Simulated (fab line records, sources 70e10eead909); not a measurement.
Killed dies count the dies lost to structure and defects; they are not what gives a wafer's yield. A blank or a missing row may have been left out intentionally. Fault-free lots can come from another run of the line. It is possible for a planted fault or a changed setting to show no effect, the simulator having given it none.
fab line records	flow nandHarc
[record] lots = 7	wafers = 21	lastDay = 31
route steps=1302 shown P_M2@330
lots that met no fault: from a run of the same line without faults
startH: hours from the record's opening day to when the first of the lot's shown wafers began	waitH: how many hours have passed since the lot's step before this one	" same as the row above	L1.1+2: several wafers, shown together as one row	- no value, or no start was given	* or withheld: withheld	< > ~ a bound
route shown NAME@n: names a module that has steps shown in the file, with the first one's number in the route	usual: mean/standard deviation taken from wafers without a fault	same: alike in all rows	chamber/n: place in a boat	sites: readings site by site	_std_site: standard deviation of those values	_edge_site: outer sites' mean less inner sites'	radiusMm: how far each site lies from the wafer's centre	mask NAME#n: copy n	behind: the tool/chamber that last shaped the wafer	hold: why the lot went on hold/how many hours it stayed there/how the hold came to an end	device: the transistor (n, p or np) that didn't switch	end of line: at the end of the route, the tests of the same wafers	a step given without rows: its recipe and nothing more	killed: not the wafer's yield, but the dies lost to structure and defects at the first sort	map: per-die view of a wafer (x killed, . not killed, _ where there is no die)
set.NAME: the setting that was run; set.NAME@STEP: the one run at that earlier step	model.NAME: the simulator's own value behind a step, which no gauge read
a table for each step, a row for each wafer; lots at some steps of the route
services: when a tool's chamber went out of use (startH, in hours from the record's first day, below 0 if earlier), for how many hours, and the reason
[[steps]]
[step NHARC_P_M2_INSPECT_11]
[usual] rawDefectCount = 4.5/2.8
lot.wafer	tool	chamber	startH	waitH	rawDefectCount
L395.2	defectInspect-01	-	136.69	0.0	4
L395.5	"	-	"	"	2
L395.6	"	-	"	"	2
L398.1	defectInspect-02	-	163.02	0.0	3
L398.4	"	-	"	"	3
L398.6	"	-	"	"	2
L403.3	defectInspect-02	-	210.71	0.0	3
L403.4	"	-	"	"	2
L403.5	"	-	"	"	4
L404.2	defectInspect-02	-	214.26	0.0	4
L404.4	"	-	"	"	1
L404.6	"	-	"	"	0
L405.1	defectInspect-02	-	234.19	0.0	1
L405.2	"	-	"	"	6
L405.3	"	-	"	"	4
L411.2	defectInspect-01	-	285.91	0.0	11
L411.3	"	-	"	"	15
L411.6	"	-	"	"	10
L412.1	defectInspect-02	-	304.62	0.0	5
L412.3	"	-	"	"	7
L412.6	"	-	"	"	3
[step NHARC_P_M2_DESCUM_14]
[recipe] timeS = 3	o2FlowSccm = 200	arFlowSccm = 0	biasPowerW = 0	chemistry = O2
[step NHARC_P_M2_ETCH_35]
[recipe] targetDepthA = 400	overetchA = 120	timeS = 43.94	ionEnergyEv = 200	n2FlowSccm = 150	h2FlowSccm = 150	arFlowSccm = 0	rfW = 400	biasW = 150	chemistry = N2/H2
[usual] drypumpMotorCurrentA = 5.64/0.29	h2FlowSccm = 150.0/0.4	oesProductAu = 0.999/0.01	rfVppV = 431.9/2.8	showerheadPlenumPTorr = 2.09/0.099	throttleValvePct = 14.170/0.0076
lot.wafer	tool	chamber	startH	waitH	drypumpMotorCurrentA	h2FlowSccm	oesProductAu	rfHoursCounterH	rfVppV	showerheadPlenumPTorr	throttleValvePct
L395.2	rieDiel-12	2	136.84	0.1	5.38	149.7	1.012	1.6	428.2	1.91	14.167
L395.5	"	0	"	"	5.90	150.1	1.020	-	427.2	1.95	14.173
L395.6	"	1	"	"	5.32	149.5	1.007	-	433.8	2.19	14.182
L398.4	rieDiel-12	3	163.17	0.1	5.73	150.7	0.997	2.9	435.0	2.17	14.173
L398.1	"	0	"	"	5.87	149.4	1.023	2.6	427.5	1.95	14.167
L398.6	"	3	"	"	5.74	150.4	1.002	-	435.4	2.17	14.167
L403.4	rieDiel-12	3	210.85	0.1	5.75	149.7	0.985	5.0	435.2	2.17	14.156
L403.3	"	0	"	"	5.88	150.0	1.022	4.4	427.8	1.95	14.163
L403.5	"	3	"	"	5.72	149.8	0.992	-	433.8	2.17	14.171
L404.2	rieDiel-10	2	214.42	0.1	5.61	150.5	0.978	8.7	430.2	2.04	14.162
L404.4	"	3	"	"	5.55	150.5	1.012	10.5	434.0	2.21	14.165
L404.6	"	0	"	"	5.84	149.9	0.994	-	433.4	2.13	14.164
L405.3	rieDiel-09	1	234.34	0.1	5.23	150.4	0.994	4.9	433.4	2.11	14.171
L405.1	"	3	"	"	5.91	150.4	1.005	3.9	435.4	2.17	14.171
L405.2	"	0	"	"	6.35	149.8	0.985	4.5	431.9	2.10	14.169
L411.3	rieDiel-09	0	286.08	0.1	6.40	149.7	0.976	7.7	432.0	2.10	14.173
L411.2	"	1	"	"	5.27	150.6	0.998	9.8	431.8	2.11	14.159
L411.6	"	0	"	"	6.39	150.4	0.982	-	431.9	2.10	14.171
L412.3	rieDiel-09	3	304.78	0.1	5.90	149.9	1.010	9.2	432.4	2.17	14.182
L412.1	"	1	"	"	5.19	149.9	0.992	10.3	433.2	2.11	14.160
L412.6	"	0	"	"	6.33	150.4	0.980	-	432.3	2.10	14.172
[step NHARC_P_M2_ETCH_15]
[recipe] targetDepthA = 1825	timeS = 91.2	c4f8FlowSccm = withheld	arFlowSccm = 400	rfW = 600	biasW = 300	chemistry = C4F8/Ar
[step NHARC_P_M2_CD_MEAS_16]
[usual] cdNm = 170.1/0.88
lot.wafer	tool	chamber	startH	waitH	cdNm
L395.2	cdSem-03	-	137.05	-	170.2
L395.5	"	-	"	"	168.3
L395.6	"	-	"	"	169.8
L398.1	cdSem-03	-	163.39	-	169.8
L398.4	"	-	"	"	170.1
L398.6	"	-	"	"	169.6
L403.3	cdSem-03	-	211.08	-	170.3
L403.4	"	-	"	"	169.6
L403.5	"	-	"	"	170.2
L404.2	cdSem-01	-	214.63	-	170.6
L404.4	"	-	"	"	170.0
L404.6	"	-	"	"	168.7
L405.1	cdSem-03	-	234.56	-	170.2
L405.2	"	-	"	"	170.7
L405.3	"	-	"	"	170.0
L411.2	cdSem-03	-	286.32	-	169.0
L411.3	"	-	"	"	168.3
L411.6	"	-	"	"	168.4
L412.1	cdSem-02	-	305.03	-	170.3
L412.3	"	-	"	"	170.3
L412.6	"	-	"	"	170.7
[step NHARC_P_M2_STRIP_18]
[recipe] powerW = 1000	n2FlowSccm = 150	h2FlowSccm = 150	arFlowSccm = 0	biasW = 0	chemistry = N2/H2
[usual] drypumpMotorCurrentA = 5.7/0.33	h2FlowSccm = 149.9/0.44	oesProductAu = 1.002/0.011	rfVppV = 91.0/0.99	showerheadPlenumPTorr = 2.11/0.081	throttleValvePct = 14.171/0.0088
lot.wafer	tool	chamber	startH	waitH	drypumpMotorCurrentA	h2FlowSccm	oesProductAu	rfHoursCounterH	rfVppV	showerheadPlenumPTorr	throttleValvePct
L395.2	rieDiel-10	0	137.13	0.1	5.8	149.0	1.002	4	91.0	2.13	14.165
L395.5	"	0	"	"	5.8	149.7	1.005	-	89.8	2.13	14.173
L395.6	"	1	"	"	5.4	150.7	1.003	-	90.2	2.04	14.170
L398.4	rieDiel-10	2	163.46	0.1	5.6	149.2	0.983	5	91.8	2.04	14.171
L398.1	"	3	"	"	5.5	150.2	1.008	7	90.9	2.21	14.179
L398.6	"	3	"	"	5.6	150.2	1.002	-	90.6	2.21	14.165
L403.3	rieDiel-10	0	211.20	0.1	5.8	150.2	0.999	9	92.9	2.13	14.168
L403.4	"	1	"	"	5.3	149.9	1.010	9	89.5	2.04	14.166
L403.5	"	3	"	"	5.6	150.5	1.005	-	92.3	2.21	14.168
L404.4	rieDiel-12	3	214.73	0.1	5.7	150.4	0.986	5	92.3	2.17	14.170
L404.2	"	1	"	"	5.4	149.9	1.008	5	91.5	2.19	14.180
L404.6	"	2	"	"	5.3	149.9	1.009	-	89.8	1.91	14.156
L405.1	rieDiel-10	1	234.63	0.1	5.4	149.9	1.009	10	90.7	2.04	14.165
L405.3	"	2	"	"	5.6	150.2	0.988	10	89.4	2.04	14.160
L405.2	"	0	"	"	5.8	149.8	1.002	10	92.0	2.13	14.175
L411.2	rieDiel-09	1	286.42	0.1	5.2	149.5	0.997	10	90.4	2.11	14.169
L411.3	"	3	"	"	5.9	149.3	1.013	9	92.6	2.17	14.177
L411.6	"	3	"	"	5.9	150.0	1.007	-	90.2	2.17	14.180
L412.1	rieDiel-10	0	305.10	0.1	5.8	149.5	0.988	1	89.8	2.13	14.169
L412.3	"	2	"	"	5.6	149.3	0.996	2	90.8	2.04	14.164
L412.6	"	0	"	"	5.8	149.7	0.979	-	90.9	2.13	14.161
[step NHARC_P_M2_ETCH_28]
[recipe] targetDepthA = 300	overEtchFrac = 0.3	timeS = 72.99	ionEnergyEv = 150	cf4FlowSccm = 50	n2FlowSccm = 100	arFlowSccm = 150	rfW = 300	biasW = 100	chemistry = CF4/N2
[usual] drypumpMotorCurrentA = 5.7/0.33	oesProductAu = 1.000/0.011	rfVppV = 315.5/1.9	showerheadPlenumPTorr = 2.71/0.095	throttleValvePct = 19.795/0.0094
lot.wafer	tool	chamber	startH	waitH	drypumpMotorCurrentA	oesProductAu	rfHoursCounterH	rfVppV	showerheadPlenumPTorr	throttleValvePct
L395.2	rieDiel-10	1	-	-	5.4	1.005	4	313.7	2.63	19.781
L395.6	"	1	"	"	5.4	1.009	-	316.5	2.63	19.790
L395.5	"	2	"	"	5.6	0.980	-	311.0	2.63	19.788
L398.4	rieDiel-10	0	-	-	5.8	0.995	6	316.1	2.74	19.784
L398.1	"	1	"	"	5.3	1.003	5	312.1	2.63	19.793
L398.6	"	3	"	"	5.6	1.013	-	317.7	2.82	19.796
L403.4	rieDiel-10	0	-	-	5.8	1.007	9	316.7	2.74	19.799
L403.3	"	1	"	"	5.4	1.014	9	313.5	2.63	19.804
L403.5	"	0	"	"	5.8	0.993	-	315.1	2.74	19.793
L404.2	rieDiel-12	0	-	-	5.9	1.018	5	314.1	2.52	19.811
L404.4	"	1	"	"	5.3	1.012	5	317.3	2.80	19.783
L404.6	"	0	"	"	5.9	1.016	-	312.4	2.52	19.807
L405.3	rieDiel-10	3	-	-	5.6	1.001	12	316.4	2.82	19.804
L405.1	"	0	"	"	5.8	0.996	10	316.0	2.74	19.778
L405.2	"	1	"	"	5.4	1.008	10	314.5	2.63	19.787
L411.2	rieDiel-09	1	-	-	5.2	0.999	10	316.1	2.71	19.794
L411.3	"	0	"	"	6.4	0.980	8	314.5	2.70	19.797
L411.6	"	0	"	"	6.4	0.988	-	314.2	2.70	19.770
L412.1	rieDiel-10	0	-	-	5.8	0.982	1	316.5	2.74	19.791
L412.3	"	2	"	"	5.6	0.986	2	313.8	2.63	19.785
L412.6	"	3	"	"	5.6	0.993	-	317.3	2.82	19.786
[step NHARC_P_M2_STRIP_19]
[recipe] timeS = 600	tempC = 30	chemistry = postEtchResidueRemover
[step NHARC_P_M2_DEGAS_29]
[recipe] tempC = 250	timeS = 60
[usual] heaterPowerW = 340/35
lot.wafer	tool	chamber	startH	waitH	heaterPowerW
L395.2	pvdSputter-02	-	137.77	-	334
L395.6	"	-	"	"	391
L395.5	"	-	"	"	357
L398.1	pvdSputter-02	-	164.10	-	396
L398.4	"	-	"	"	365
L398.6	"	-	"	"	367
L403.4	pvdSputter-03	-	211.79	-	321
L403.3	"	-	"	"	376
L403.5	"	-	"	"	305
L404.4	pvdSputter-02	-	215.35	-	341
L404.2	"	-	"	"	367
L404.6	"	-	"	"	368
L405.3	pvdSputter-02	-	235.28	-	364
L405.2	"	-	"	"	343
L405.1	"	-	"	"	371
L411.2	pvdSputter-03	-	287.13	-	303
L411.3	"	-	"	"	378
L411.6	"	-	"	"	277
L412.1	pvdSputter-01	-	305.81	-	372
L412.3	"	-	"	"	330
L412.6	"	-	"	"	337
[step NHARC_P_M2_PRE_CLEAN_30]
[recipe] timeS = 30	tempC = 280	gas = H2/He
[step NHARC_P_M2_PVD_20]
[recipe] targetThkA = 50	biasV = 168.6	powerW = 15000	chamberPressurePa = 0.12	timeS = 8.06	substrateTempC = 50	material = TaN
[usual] cathodeDcPowerW = 15000/2.7	substrateTempC = 50.01/0.11	throttleValvePct = 29.7/1.2
lot.wafer	tool	chamber	startH	waitH	cathodeDcPowerW	substrateTempC	throttleValvePct
L395.2	pvdSputter-02	-	-	-	14998	49.99	30.6
L395.5	"	-	"	"	15004	49.91	27.9
L395.6	"	-	"	"	15003	50.05	30.9
L398.4	pvdSputter-02	-	-	-	14999	50.03	30.7
L398.1	"	-	"	"	14998	49.80	28.2
L398.6	"	-	"	"	14997	50.17	29.0
L403.3	pvdSputter-03	-	-	-	15004	50.11	28.6
L403.4	"	-	"	"	14998	50.20	29.9
L403.5	"	-	"	"	14997	49.97	29.0
L404.2	pvdSputter-02	-	-	-	15006	50.12	30.7
L404.4	"	-	"	"	15000	50.05	28.8
L404.6	"	-	"	"	14995	50.14	30.8
L405.1	pvdSputter-02	-	-	-	14997	50.08	30.6
L405.3	"	-	"	"	15001	49.96	30.3
L405.2	"	-	"	"	15001	50.02	27.9
L411.3	pvdSputter-03	-	-	-	15004	49.93	29.2
L411.2	"	-	"	"	14998	49.96	28.8
L411.6	"	-	"	"	14999	49.95	29.1
L412.1	pvdSputter-01	-	-	-	15004	50.04	30.4
L412.3	"	-	"	"	15005	49.91	29.2
L412.6	"	-	"	"	14996	50.02	28.7
[step NHARC_P_M2_PVD_21]
[recipe] targetThkA = 300	chamberPressurePa = 5	powerW = 5000	substrateTempC = 30	timeS = 20.49	material = Cu
[step NHARC_P_M2_ECD_22]
[recipe] targetThkA = 4000	bathTempC = 25	material = Cu
[usual] bathHeatDutyPct = 5.8/0.72	bathTempC = 24.99/0.095
lot.wafer	tool	chamber	startH	waitH	bathHeatDutyPct	bathTempC
L395.2	ecdCu-02	1	138.17	-	4.5	24.98
L395.5	"	0	"	"	6.1	24.85
L395.6	"	1	"	"	5.0	24.97
L398.1	ecdCu-02	1	164.51	-	4.8	24.96
L398.4	"	1	"	"	4.7	25.11
L398.6	"	0	"	"	6.0	25.04
L403.3	ecdCu-02	0	212.25	-	-	-
L403.4	"	1	"	"	-	-
L403.5	"	0	"	"	-	-
L404.2	ecdCu-02	0	215.78	-	-	-
L404.4	"	0	"	"	-	-
L404.6	"	0	"	"	-	-
L405.1	ecdCu-02	0	235.63	-	-	-
L405.2	"	1	"	"	-	-
L405.3	"	1	"	"	-	-
L411.2	ecdCu-02	0	287.50	-	5.7	24.98
L411.3	"	1	"	"	5.1	25.08
L411.6	"	1	"	"	4.7	24.95
L412.1	ecdCu-02	0	306.17	-	6.0	25.10
L412.3	"	0	"	"	6.1	25.03
L412.6	"	0	"	"	5.4	25.03
[step NHARC_P_M2_ANNEAL_31]
[recipe] tempC = 225	timeS = 90
[step NHARC_P_M2_CMP_23]
[recipe] tOverpolishS = 20	targetThkNm = 144.3
[usual] motorCurrentA = 12.2/1.9	timeToEndpointS = 29.0/2.9
lot.wafer	tool	chamber	startH	waitH	motorCurrentA	timeToEndpointS
L395.2	cmp-02	2	138.87	-	15.3	30.0
L395.5	"	1	"	"	9.6	26.1
L395.6	"	2	"	"	14.6	29.0
L398.4	cmp-02	3	165.18	-	11.4	29.2
L398.1	"	0	"	"	11.0	32.4
L398.6	"	3	"	"	11.6	28.0
L403.4	cmp-01	3	212.90	-	10.7	5.6
L403.3	"	1	"	"	13.8	6.1
L403.5	"	3	"	"	11.4	2.8
L404.2	cmp-02	1	216.48	-	9.8	0.0
L404.4	"	3	"	"	11.2	0.0
L404.6	"	1	"	"	10.5	1.1
L405.3	cmp-01	0	236.35	-	14.4	3.0
L405.1	"	1	"	"	14.1	3.4
L405.2	"	3	"	"	11.1	3.5
L411.2	cmp-01	2	288.21	-	12.1	22.8
L411.3	"	1	"	"	14.2	28.8
L411.6	"	3	"	"	11.3	27.4
L412.3	cmp-02	3	306.94	-	12.1	27.7
L412.1	"	0	"	"	10.7	37.4
L412.6	"	1	"	"	9.3	32.5
[step NHARC_P_M2_THK_MEAS_24]
[recipe] thkMeasGauge = xrf
[usual] thkNm = 144.7/1.5
lot.wafer	tool	chamber	startH	waitH	thkNm
L395.2	filmMetro-02	-	139.16	-	146.4
L395.5	"	-	"	"	142.7
L395.6	"	-	"	"	145.7
L398.1	filmMetro-01	-	165.49	-	144.7
L398.4	"	-	"	"	145.0
L398.6	"	-	"	"	145.1
L403.3	filmMetro-01	-	213.22	-	30.7
L403.4	"	-	"	"	28.0
L403.5	"	-	"	"	27.7
L404.2	filmMetro-02	-	216.76	-	31.3
L404.4	"	-	"	"	31.2
L404.6	"	-	"	"	30.0
L405.1	filmMetro-02	-	236.66	-	29.8
L405.2	"	-	"	"	28.5
L405.3	"	-	"	"	29.3
L411.2	filmMetro-01	-	288.53	-	140.8
L411.3	"	-	"	"	144.5
L411.6	"	-	"	"	143.5
L412.1	filmMetro-01	-	307.20	-	145.5
L412.3	"	-	"	"	143.0
L412.6	"	-	"	"	146.6
[step NHARC_P_M2_SRD_25]
[[services]]
tool	chamber	startH	hours	kind
cmp-02	-	134.50	4.0	pm
rieDiel-09	-	143.10	9.0	pm
pvdSputter-03	-	170.00	10.0	pm
cmp-01	-	185.50	4.0	pm
rieDiel-10	0	189.62	12.9	repair
rieDiel-12	0	190.21	4.2	repair
rieDiel-09	1	190.97	8.8	repair
cmp-01	-	194.18	1.8	repair
cmp-01	-	213.92	0.7	repair
cmp-01	-	220.29	6.0	repair
cmp-02	-	230.64	0.6	repair
cmp-02	-	232.50	4.0	pm
rieDiel-09	0	236.91	5.7	repair
rieDiel-10	-	242.52	9.0	pm
ecdCu-02	-	244.00	8.0	pm
cmp-01	-	264.67	1.0	repair
cmp-01	-	266.76	1.3	repair
rieDiel-12	-	268.41	9.0	pm
rieDiel-10	-	269.23	0.3	repair
rieDiel-09	2	280.90	45.9	repair
pvdSputter-02	-	282.03	10.0	pm
rieDiel-09	3	288.76	1.9	repair
rieDiel-10	1	292.72	13.1	repair
rieDiel-12	3	301.34	2.5	repair
[[key]]
[firstSign] step = NHARC_P_M2_ECD_22	reading = toolRecord	direction = missing
[effect] step = NHARC_P_M2_CMP_23	reading = timeToEndpointS	direction = down	sigmas = 9	usual = *	struck = *
[effect] step = NHARC_P_M2_THK_MEAS_24	reading = thkNm	direction = down	sigmas = 75	usual = 144.7	struck = 29.6
metAt NHARC_P_M2_ECD_22
struckWafers L403.3,L403.4,L403.5,L404.2,L404.4,L404.6,L405.1,L405.2,L405.3
laterRowsLeftOut L403.3,L403.4,L403.5,L404.2,L404.4,L404.6,L405.1,L405.2,L405.3
sortLeftOut L403.3,L403.4,L403.5,L404.2,L404.4,L404.6,L405.1,L405.2,L405.3
onsetBetween 164.51 212.25
[fault] kind = skippedStepWhole	tool = ecdCu-02	chamber = -	onsetH = 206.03	steps = NHARC_P_M2_ECD_22	scope = struckLotsOnly
// sortLeftOut: the simulated sort isn't trusted on such a fault, so these wafers' sort isn't shown, and their yield isn't known
// laterRowsLeftOut: the simulator's readings of these wafers behind a module that went badly wrong aren't trusted and aren't shown, but for the sort
